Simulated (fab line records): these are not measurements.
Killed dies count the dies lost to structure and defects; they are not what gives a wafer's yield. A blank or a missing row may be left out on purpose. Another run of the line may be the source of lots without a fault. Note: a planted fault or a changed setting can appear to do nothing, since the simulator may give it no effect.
Chamber matching / flow nand_harc / pecvd-03 running NHARC_A_STAIRCASE_DEP_259: 3 sister chambers
The step deposits SiON, target thk 30 nm. 20 wafers are shown with their chamber, then 10 later ones without.

== WAFERS, EACH WITH ITS CHAMBER ==
wafer=L076.1; chamber=2; heater_power_w (W)=966
wafer=L076.2; chamber=0; heater_power_w (W)=717
wafer=L076.5; chamber=0; heater_power_w (W)=713
wafer=L078.2; chamber=1; heater_power_w (W)=821
wafer=L078.5; chamber=2; heater_power_w (W)=985
wafer=L078.6; chamber=0; heater_power_w (W)=718
wafer=L091.2; chamber=2; heater_power_w (W)=929
wafer=L091.3; chamber=1; heater_power_w (W)=857
wafer=L091.4; chamber=0; heater_power_w (W)=663
wafer=L087.2; chamber=0; heater_power_w (W)=604
wafer=L087.3; chamber=2; heater_power_w (W)=863
wafer=L087.5; chamber=2; heater_power_w (W)=884
wafer=L092.1; chamber=2; heater_power_w (W)=947
wafer=L092.3; chamber=1; heater_power_w (W)=872
wafer=L092.6; chamber=0; heater_power_w (W)=660
wafer=L092.2; chamber=0; heater_power_w (W)=640
wafer=L092.4; chamber=1; heater_power_w (W)=868
wafer=L092.5; chamber=2; heater_power_w (W)=947
wafer=L090.1; chamber=0; heater_power_w (W)=584
wafer=L090.2; chamber=2; heater_power_w (W)=894

SIGNATURES (averages over the wafers above)
reading=heater_power_w; chamber 0=662.38; chamber 1=854.50; chamber 2=926.88; scatter within a chamber=44.1
Rule: distance of a wafer from a chamber = root of the sum over the readings of ((wafer's reading minus chamber's mean) / reading's scatter) squared. The wafer belongs to the nearest chamber; if the next one is less than 2 further off, it can't be placed. The scatter: the root of (the sum of the squares of (reading less its chamber's mean) over the shown wafers, divided by (wafers less chambers)).

== WAFERS MISSING THEIR CHAMBER ==
wafer=L090.5; heater_power_w (W)=560
wafer=L094.1; heater_power_w (W)=652
wafer=L094.2; heater_power_w (W)=853
wafer=L094.3; heater_power_w (W)=896
wafer=L093.3; heater_power_w (W)=632
wafer=L093.4; heater_power_w (W)=751
wafer=L093.6; heater_power_w (W)=632
wafer=L096.1; heater_power_w (W)=913
wafer=L096.2; heater_power_w (W)=622
wafer=L096.4; heater_power_w (W)=943

== CHAMBER TAKEN BY EACH ==
wafer=L090.5; from the rows above=0; in truth=0
wafer=L094.1; from the rows above=0; in truth=0
wafer=L094.2; from the rows above=can't be placed: 1 or 2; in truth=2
wafer=L094.3; from the rows above=can't be placed: 2 or 1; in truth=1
wafer=L093.3; from the rows above=0; in truth=0
wafer=L093.4; from the rows above=can't be placed: 0 or 1 or 2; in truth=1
wafer=L093.6; from the rows above=0; in truth=0
wafer=L096.1; from the rows above=can't be placed: 2 or 1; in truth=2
wafer=L096.2; from the rows above=0; in truth=0
wafer=L096.4; from the rows above=can't be placed: 2 or 1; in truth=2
5 of 10 placed correctly. Not placeable from these rows: 5 (in 5, the candidates include the true chamber). Wrongly placed: 0.
